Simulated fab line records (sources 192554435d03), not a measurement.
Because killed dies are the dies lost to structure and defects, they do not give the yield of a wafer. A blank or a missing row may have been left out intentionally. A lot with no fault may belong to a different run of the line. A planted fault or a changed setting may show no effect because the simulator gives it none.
fab line records	flow n5Finfet
record lots=7	wafers=19	lastDay=17
route steps=1938 shown HKMG_FIN@464 GATE_CUT@465 BEOL_M4@1111 PASSIVATION@1936
lots that met no fault: taken from a fault-free run of the same line
startH: hours from the record's first day to the start of the lot's first wafer shown	waitH: hours elapsed since this lot's preceding step	" same as the row above	L1.1+2: one row covering several wafers at once	- no value, or no start was given	* or withheld: withheld	< > ~ a bound
route shown NAME@n: names a module that has steps shown in the file, with the first one's number in the route	usual: mean and standard deviation over wafers with no fault	same: alike in all rows	chamber/n: place in a boat	sites: per-site readings	_std_site: how widely they spread, as a standard deviation	_edge_site: mean of outer sites minus mean of inner sites	radiusMm: how far each site lies from the wafer's centre	mask NAME#n: copy n	behind: the last tool/chamber to shape the wafer	hold: cause of the lot's hold/its duration in hours/its outcome	device: whichever transistor did not switch (one of n, p or np)	end of line: the route-end tests of the same wafers	a step given without rows: its recipe and nothing more	killed: count of dies lost to structure and defects at first sort (not the wafer's yield)	map: the dies of a wafer, with x for killed, . for not killed, _ for no die there
set.NAME: setting as actually run; set.NAME@STEP: the setting as run at that earlier step	model.NAME: the simulator's own value behind a step, which no gauge read
certain route steps with their lots: each step a table, each wafer a row
services: from which hour (startH, from the record's first day; less than 0 if before it) a tool's chamber was out of use, for how many hours, and why
## steps
# step N5_HKMG_FIN_INSPECT_28
# recipe inspectInstrument=darkfield	mode=postCmp
# usual rawDefectCount=40/17
lot.wafer	tool	chamber	startH	waitH	rawDefectCount
L805.1	defectInspect-02	-	98.90	0.0	32
L805.2	"	-	"	"	27
L805.3	"	-	"	"	28
L807.1	defectInspect-01	-	119.84	0.0	18
L807.3	"	-	"	"	16
L807.4	"	-	"	"	11
L808.1	defectInspect-01	-	122.00	0.0	42
L808.4	"	-	"	"	26
L808.5	"	-	"	"	36
L811.1	defectInspect-02	-	133.58	0.0	33
L811.4	"	-	"	"	60
L811.5	"	-	"	"	31
L818.5	defectInspect-02	-	177.27	0.0	55
L818.6	"	-	"	"	52
L820.3	defectInspect-01	-	186.75	0.0	28
L820.5	"	-	"	"	37
L822.4	defectInspect-01	-	201.49	0.0	81
L822.5	"	-	"	"	26
L822.6	"	-	"	"	23
# step N5_GATE_CUT_ETCHBACK_00
# recipe chemistry=SF6/Cl2	target=W	pressureMtorr=8	icpW=900	biasW=80	SF6_flow_sccm=40	Cl2_flow_sccm=60
# step N5_GATE_CUT_ETCH_56
# recipe chemistry=Cl2/Ar	target=TiN	targetDepthA=216	pressureMtorr=10	icpW=600	biasW=60	Cl2_flow_sccm=40	Ar_flow_sccm=60
# usual drypumpMotorCurrentA=5.6/0.41	mfcArSccm=60.02/0.17	oesProductAu=0.81/0.087	throttleValvePct=20.76/0.15
lot.wafer	tool	chamber	startH	waitH	drypumpMotorCurrentA	mfcArSccm	oesProductAu	rfHoursCounterH	throttleValvePct
L805.1	rieMetal-02	1	99.06	0.1	6.1	60.11	0.74	46	20.81
L805.2	"	0	"	"	5.6	59.97	0.78	38	20.66
L805.3	"	1	"	"	6.2	60.05	0.74	-	20.78
L807.1	rieMetal-01	1	120.00	0.1	5.3	60.39	0.89	17	20.72
L807.3	"	1	"	"	5.3	60.07	0.88	-	20.70
L807.4	"	0	"	"	5.3	59.92	0.90	-	20.78
L808.1	rieMetal-03	1	122.15	0.1	6.4	60.09	0.59	143	21.28
L808.4	"	0	"	"	5.6	60.18	0.75	-	20.63
L808.5	"	1	"	"	6.4	59.96	0.59	-	21.27
L811.1	rieMetal-01	0	133.73	0.1	5.3	60.20	0.89	15	20.77
L811.4	"	1	"	"	5.3	60.07	0.88	-	20.72
L811.5	"	1	"	"	5.3	60.04	0.87	-	20.73
L818.5	rieMetal-01	0	177.48	0.1	5.3	60.00	0.87	-	20.76
L818.6	"	1	"	"	5.3	60.25	0.85	-	20.73
L820.3	rieMetal-01	1	186.93	0.1	5.3	59.82	0.85	-	20.73
L820.5	"	0	"	"	5.3	60.01	0.87	-	20.79
L822.4	rieMetal-03	0	201.67	0.1	5.6	59.97	0.72	-	20.67
L822.5	"	0	"	"	5.6	60.18	0.72	-	20.65
L822.6	"	1	"	"	6.5	59.60	0.91	-	20.86
# step N5_GATE_CUT_ETCHBACK_30
# recipe chemistry=Cl2/Ar	target=TiN	targetDepthA=30	mode=isotropic	pressureMtorr=10	icpW=600	biasW=60	Cl2_flow_sccm=40	Ar_flow_sccm=60
# usual drypumpMotorCurrentA=5.6/0.42	mfcArSccm=59.97/0.18	oesProductAu=0.81/0.086	throttleValvePct=20.76/0.15
lot.wafer	tool	chamber	startH	waitH	drypumpMotorCurrentA	mfcArSccm	oesProductAu	rfHoursCounterH	throttleValvePct
L805.1	rieMetal-02	1	99.15	0.1	6.2	59.76	0.74	46	20.79
L805.2	"	0	"	"	5.6	59.97	0.79	38	20.65
L805.3	"	1	"	"	6.1	59.68	0.75	-	20.79
L807.1	rieMetal-01	1	120.09	0.1	5.3	59.54	0.88	17	20.71
L807.3	"	1	"	"	5.3	59.99	0.89	-	20.71
L807.4	"	0	"	"	5.3	59.96	0.90	-	20.78
L808.1	rieMetal-03	1	122.24	0.1	6.5	59.78	0.60	143	21.27
L808.4	"	0	"	"	5.6	59.95	0.74	-	20.62
L808.5	"	1	"	"	6.5	59.76	0.60	-	21.29
L811.1	rieMetal-01	0	133.82	0.1	5.3	60.00	0.90	15	20.77
L811.4	"	1	"	"	5.3	59.78	0.87	-	20.70
L811.5	"	1	"	"	5.3	59.57	0.88	-	20.71
L818.5	rieMetal-01	0	177.53	0.0	5.3	59.81	0.86	-	20.80
L818.6	"	1	"	"	5.3	60.09	0.85	-	20.75
L820.3	rieMetal-01	1	187.00	0.0	5.2	59.92	0.85	-	20.72
L820.5	"	0	"	"	5.3	59.80	0.87	-	20.78
L822.4	rieMetal-03	0	201.74	0.0	5.6	59.80	0.73	-	20.64
L822.5	"	0	"	"	5.6	59.88	0.72	-	20.64
L822.6	"	1	"	"	6.5	60.14	0.91	-	20.88
# step N5_GATE_CUT_VAPOR_ETCH_60
# recipe chemistry=BCl3/Cl2	target=HfO2	mode=isotropic
# usual drypumpMotorCurrentA=5.6/0.41	oesProductAu=0.81/0.085
lot.wafer	tool	chamber	startH	waitH	drypumpMotorCurrentA	oesProductAu
L805.1	rieMetal-02	1	99.18	0.0	6.2	0.74
L805.2	"	0	"	"	5.6	0.78
L805.3	"	1	"	"	6.1	0.75
L807.1	rieMetal-01	1	120.12	0.0	5.3	0.88
L807.3	"	1	"	"	5.3	0.87
L807.4	"	0	"	"	5.3	0.89
L808.1	rieMetal-03	1	122.27	0.0	6.4	0.60
L808.4	"	0	"	"	5.6	0.76
L808.5	"	1	"	"	6.5	0.60
L811.1	rieMetal-01	0	133.85	0.0	5.4	0.89
L811.4	"	1	"	"	5.3	0.88
L811.5	"	1	"	"	5.3	0.87
L818.5	rieMetal-01	0	177.56	0.0	5.3	0.86
L818.6	"	1	"	"	5.3	0.85
L820.3	rieMetal-01	1	187.03	0.0	5.3	0.86
L820.5	"	0	"	"	5.3	0.87
L822.4	rieMetal-03	0	201.77	0.0	5.6	0.74
L822.5	"	0	"	"	5.6	0.74
L822.6	"	1	"	"	6.5	0.92
# step N5_GATE_CUT_ETCH_58
# recipe chemistry=CH3F/O2	target=SiNx	targetDepthA=170	timeS=128.6	ionEnergyEv=50	pressureMtorr=30	sourceW=415	biasW=21	Ar_flow_sccm=150	CH3F_flow_sccm=30	O2_flow_sccm=20
# usual drypumpMotorCurrentA=5.5/0.37	mfcArSccm=150.0/0.46	oesProductAu=0.78/0.083	rfVppV=99.1/0.94	showerheadPlenumPTorr=2.01/0.052	throttleValvePct=16.34/0.23
lot.wafer	tool	chamber	startH	waitH	drypumpMotorCurrentA	mfcArSccm	oesProductAu	rfHoursCounterH	rfVppV	showerheadPlenumPTorr	throttleValvePct
L805.1	rieDiel-05	2	99.31	0.1	5.8	150.2	0.84	77	98.9	2.02	16.56
L805.2	"	1	"	"	4.9	149.8	0.91	36	99.7	1.96	16.04
L805.3	"	0	"	"	4.9	150.2	0.70	196	100.1	1.99	16.59
L807.1	rieDiel-05	3	120.17	0.0	5.4	149.8	0.79	109	98.8	2.02	16.09
L807.3	"	1	"	"	4.9	150.3	0.89	41	97.4	1.96	16.02
L807.4	"	2	"	"	5.8	149.8	0.84	83	99.8	2.02	16.55
L808.1	rieDiel-03	3	122.32	0.0	5.4	150.4	0.76	131	99.8	2.01	16.56
L808.4	"	3	"	"	5.4	149.7	0.76	-	99.5	2.01	16.54
L808.5	"	2	"	"	5.8	150.3	0.72	-	100.0	2.08	16.12
L811.1	rieDiel-06	2	133.90	0.0	5.8	150.2	0.81	86	99.3	2.03	16.36
L811.4	"	3	"	"	5.2	150.5	0.70	-	99.7	1.97	16.63
L811.5	"	2	"	"	5.8	150.0	0.81	-	99.6	2.03	16.35
L818.5	rieDiel-03	2	177.64	0.1	5.8	149.8	0.71	-	99.8	2.07	16.14
L818.6	"	3	"	"	5.5	150.6	0.76	-	100.1	2.00	16.59
L820.3	rieDiel-05	0	187.21	0.2	4.9	149.8	0.69	222	99.0	1.98	16.65
L820.5	"	0	"	"	4.9	150.4	0.69	-	99.5	1.98	16.63
L822.4	rieDiel-03	3	201.84	0.1	5.4	150.1	0.74	151	99.4	2.00	16.59
L822.5	"	3	"	"	5.4	149.4	0.74	-	98.2	2.00	16.59
L822.6	"	2	"	"	5.7	149.8	0.69	-	99.0	2.07	16.16
# step N5_GATE_CUT_STRIP_59
# recipe chemistry=N2/H2	timeS=20	powerW=100	tempC=40	pressureMtorr=100	rfFrequencyHz=6e+07	biasPowerW=3	n2FlowSccm=300	h2FlowSccm=300
# step N5_GATE_CUT_PRECLEAN_31
# recipe tempC=23	chemistry=DIW	timeS=300
# step N5_GATE_CUT_SRD_32
# recipe timeS=30	tempC=23	rinseLiquid=diw	dry=ipaMarangoni
# step N5_GATE_CUT_SAC_CAP_01
# recipe material=SiNx	targetThkA=240	tempC=400	aldPrecursorFamily=SiH2I2	aldCoReactant=N2/H2-plasma	pulseTimeS=1	aldCycles=480	purgeTimeS=2	coReactantPurgeTimeS=2	pressureTorr=2
# usual heaterPowerW=865/64	precursorPulseHeightRel=0.999/0.019
# same aldCycles=480	coReactantPurgeTimeS=2
lot.wafer	tool	chamber	startH	waitH	heaterPowerW	precursorPulseHeightRel
L805.1	aldSin-04	0	99.63	0.0	870	0.979
L805.2	"	2	"	"	994	0.992
L805.3	"	1	"	"	931	0.982
L807.1	aldSin-03	2	120.49	0.0	898	0.988
L807.3	"	0	"	"	765	1.004
L807.4	"	3	"	"	795	1.036
L808.1	aldSin-01	2	122.96	0.4	891	0.995
L808.4	"	3	"	"	924	1.018
L808.5	"	3	124.05	1.4	938	1.012
L811.1	aldSin-03	2	134.23	0.0	879	1.001
L811.4	"	1	"	"	825	0.990
L811.5	"	2	135.32	1.1	900	1.011
L818.5	aldSin-03	2	179.64	1.8	879	0.976
L818.6	"	1	"	"	817	0.982
L820.3	aldSin-03	3	187.98	0.5	763	1.004
L820.5	"	3	189.07	1.6	789	1.017
L822.4	aldSin-03	1	202.16	0.0	822	0.987
L822.5	"	1	203.25	1.1	810	1.003
L822.6	"	0	"	"	776	0.985
# step N5_GATE_CUT_PECVD_57
# recipe material=SiNx	targetThkA=210	tempC=400	precursor=SiH4/NH3/N2	pressureTorr=1.5	rfW=300
# step N5_GATE_CUT_CMP_02
# recipe stopOn=SiO2	tOverpolishS=12.7	postCmpClean=alkalineBrush	downForcePsi=2.5	platenRpm=51.8	padVelocityMS=1.0307	targetThkNm=0
# usual motorCurrentA=8.7/0.78	overpolishRunS=12.700/0.0081	padLifeWafers=995/570	retainingRingPressureFrac=1.000/0.005	timeToEndpointS=25.8/2
lot.wafer	tool	chamber	startH	waitH	motorCurrentA	overpolishRunS	padLifeWafers	retainingRingPressureFrac	timeToEndpointS
L805.3	cmp-02	3	101.90	0.1	7.5	12.708	1374	1.015	25.5
L805.2	"	0	"	"	7.3	12.692	1375	1.013	27.5
L805.1	"	2	"	"	8.8	12.696	1377	1.010	26.7
L807.4	cmp-02	2	122.80	0.1	8.3	12.702	1537	0.994	26.1
L807.3	"	3	"	"	8.1	12.695	1538	1.012	27.2
L807.1	"	0	"	"	7.7	12.684	1539	0.998	24.6
L808.1	cmp-04	2	125.38	0.2	8.7	12.699	919	1.000	28.2
L808.4	"	3	"	"	8.4	12.704	920	1.004	23.6
L808.5	"	2	"	"	8.4	12.693	-	0.994	27.4
L811.1	cmp-04	3	136.57	0.1	8.8	12.697	1022	0.992	25.0
L811.4	"	0	"	"	9.1	12.704	1023	1.002	28.4
L811.5	"	2	"	"	8.7	12.702	-	1.000	27.6
L818.6	cmp-02	2	181.04	0.2	8.6	12.699	-	1.003	15.9
L818.5	"	3	"	"	7.6	12.704	-	1.002	26.5
L820.3	cmp-02	1	190.25	0.1	9.1	12.697	18	1.000	16.3
L820.5	"	2	"	"	8.4	12.698	-	1.011	23.0
L822.4	cmp-02	0	204.43	0.0	7.4	12.705	138	0.999	23.7
L822.5	"	0	"	"	7.6	12.704	-	0.989	26.1
L822.6	"	1	"	"	9.2	12.700	-	1.002	15.2
# step N5_BEOL_M4_RC_MEAS_101
# usual DIBL_N=36.2/1.2	DIBL_P=36.3/1.3	IOFF_N=0.155/0.019	IOFF_P=0.210/0.029	ION_N=677/8.6	ION_P=465/6.8	SS_N=71.4/0.48	SS_P=73.2/0.53	VT_N=249.9/2.4	VT_P=-250/3.2
lot.wafer	tool	chamber	startH	waitH	DIBL_N[mV/V]	DIBL_P[mV/V]	IOFF_N[nA/um]	IOFF_P[nA/um]	ION_N[uA/um]	ION_P[uA/um]	SS_N[mV/dec]	SS_P[mV/dec]	VT_N[mV]	VT_P[mV]
L805.1	prober-01	0	187.68	0.0	33.5	33.4	0.115	0.167	666	460	70.0	72.9	253.5	-253
L805.2	"	0	"	"	36.2	37.8	0.177	0.238	681	471	71.1	73.6	249.4	-249
L805.3	"	0	"	"	34.9	35.6	0.138	0.198	680	468	70.9	73.4	252.1	-249
L807.1	prober-02	0	206.20	0.0	36.9	36.5	0.152	0.180	675	457	71.5	73.3	248.5	-254
L807.3	"	0	"	"	37.6	36.8	0.162	0.193	691	466	71.5	73.7	252.0	-254
L807.4	"	0	"	"	38.6	39.0	0.188	0.228	676	464	72.0	73.7	248.4	-252
L808.1	prober-02	0	216.13	0.0	34.9	35.8	0.154	0.217	693	471	71.2	72.6	249.1	-247
L808.4	"	0	"	"	34.4	34.1	0.138	0.199	679	464	71.4	73.3	249.7	-249
L808.5	"	0	"	"	36.1	37.7	0.175	0.253	686	480	71.2	73.4	246.2	-248
L811.1	prober-01	0	224.71	0.0	35.5	35.7	0.157	0.227	673	466	71.4	73.1	249.2	-245
L811.4	"	0	"	"	36.1	37.2	0.177	0.255	683	477	71.6	73.7	248.7	-246
L811.5	"	0	"	"	36.0	36.2	0.164	0.232	676	465	70.9	73.2	249.0	-246
L818.5	prober-01	0	281.33	0.6	34.8	34.8	0.125	0.171	658	455	71.3	73.1	253.4	-255
L818.6	"	0	"	"	35.8	35.9	0.143	0.172	659	451	72.1	72.5	250.9	-257
L820.3	prober-02	0	282.88	0.3	37.7	38.4	0.173	0.227	672	463	71.7	73.7	250.5	-250
L820.5	"	0	"	"	35.7	36.6	0.142	0.194	676	464	71.5	73.3	251.9	-251
L822.4	prober-02	0	304.20	0.5	34.2	34.3	0.115	0.157	675	459	70.7	72.1	252.4	-255
L822.5	"	0	"	"	34.5	34.9	0.122	0.162	659	449	71.0	72.6	253.1	-254
L822.6	"	0	"	"	35.7	36.6	0.144	0.180	679	456	72.0	72.5	248.1	-252
# step N5_PASSIVATION_PROBE_49
# usual defectLimitedYield=91.2/1.4	killed_at_M0_to_M3=34/10	killed_at_M4_up=13/5.1	killedAtContacts=12/6.5	killedAtFrontEnd=41/11	killedAtOther=4/3.3	killedDies=104/16	killedOpen=69/13	killedShort=33/7	sort_bin_5_function=5.1/0.91	sort_bin_6_memory=3.3/0.69	sortNPass=1076/16	sortYieldPct=91.2/1.4
# same grossDies=1180	killedAtBackSide=0	sort_bin_4_leakage[%]=0	sort_bin_8_speed[%]=0
lot.wafer	tool	chamber	startH	waitH	defectLimitedYield[%]	killed_at_M0_to_M3	killed_at_M4_up	killedAtContacts	killedAtFrontEnd	killedAtOther	killedDies	killedOpen	killedShort	sort_bin_5_function[%]	sort_bin_6_memory[%]	sortNPass	sortYieldPct[%]
L807.1	prober-01	-	315.70	0.0	91.2	44	11	17	32	0	104	67	30	4.4	3.8	1076	91.2
L807.3	prober-01	-	315.80	0.1	92.9	27	10	14	33	0	84	62	21	3.7	3.2	1096	92.9
L807.4	prober-01	-	315.85	0.2	90.5	37	9	7	58	1	112	71	40	4.7	4.5	1068	90.5
# killed by level:class
L807.1 MOL_CONTACT_COAG:geometricParticle:open=15 BEOL_M0_SAQP:geometricParticle:open=10 BEOL_M3:geometricParticle:open=9 BEOL_M0_SAQP:geometricParticle:short=8 STI_FIN_REVEAL:geometricParticle:open=7 BEOL_M2:geometricParticle:open=6 STI_FIN_REVEAL:geometricParticle:short=4 BEOL_M2:geometricParticle:short=4
L807.3 MOL_CONTACT_COAG:geometricParticle:open=14 STI_FIN_REVEAL:geometricParticle:open=10 BEOL_M3:geometricParticle:open=9 DUMMY_GATE:geometricParticle:open=6 BEOL_M0_SAQP:geometricParticle:short=6 BEOL_M2:geometricParticle:open=5 BEOL_M4:geometricParticle:open=4 DUMMY_GATE:geometricParticle:short=3
L807.4 STI_FIN_REVEAL:geometricParticle:open=24 BEOL_M0_SAQP:geometricParticle:open=14 STI_FIN_REVEAL:geometricParticle:short=10 BEOL_M0_SAQP:geometricParticle:short=9 GATE_CUT:geometricParticle:open=6 MOL_CONTACT_COAG:geometricParticle:open=5 BEOL_M2:geometricParticle:short=5 DUMMY_GATE:geometricParticle:open=4
## services
tool	chamber	startH	hours	kind
aldSin-04	1	77.96	9.3	repair
aldSin-01	-	93.32	1.1	repair
aldSin-03	-	100.64	0.4	repair
aldSin-04	-	101.83	6.0	pm
rieMetal-03	-	102.48	14.6	pm
aldSin-04	3	112.23	5.1	repair
rieMetal-02	0	129.10	1.5	repair
cmp-02	-	129.15	2.0	repair
rieMetal-01	-	136.82	1.2	repair
rieMetal-02	1	138.88	2.5	repair
rieMetal-02	0	142.22	4.0	repair
rieDiel-06	1	144.27	14.9	repair
rieDiel-03	3	152.15	13.5	repair
aldSin-04	-	154.79	14.6	pm
rieDiel-03	-	157.17	10.0	pm
cmp-04	-	163.51	2.6	repair
rieMetal-02	-	175.48	15.6	pm
rieDiel-05	3	175.74	3.6	repair
cmp-04	-	179.49	2.6	pm
cmp-02	-	184.37	4.0	pm
rieMetal-02	-	191.08	4.3	pm
cmp-04	-	194.34	2.0	repair
cmp-04	-	199.97	3.2	repair
rieMetal-02	-	200.62	0.2	repair
## key
firstSign step=N5_GATE_CUT_CMP_02	reading=timeToEndpointS	direction=down	sigmas=5	usual=*	struck=*
effect none on later readings
metAt N5_GATE_CUT_CMP_02
struckWafers L818.6,L820.3,L822.6
onsetBetween 122.80 181.04
fault kind=processParameterDrift	tool=cmp-02	chamber=-	onsetH=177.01	steps=N5_GATE_CUT_CMP_02	channel=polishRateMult	offset=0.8	shape=step	endH=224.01	scope=struckWafersOnly
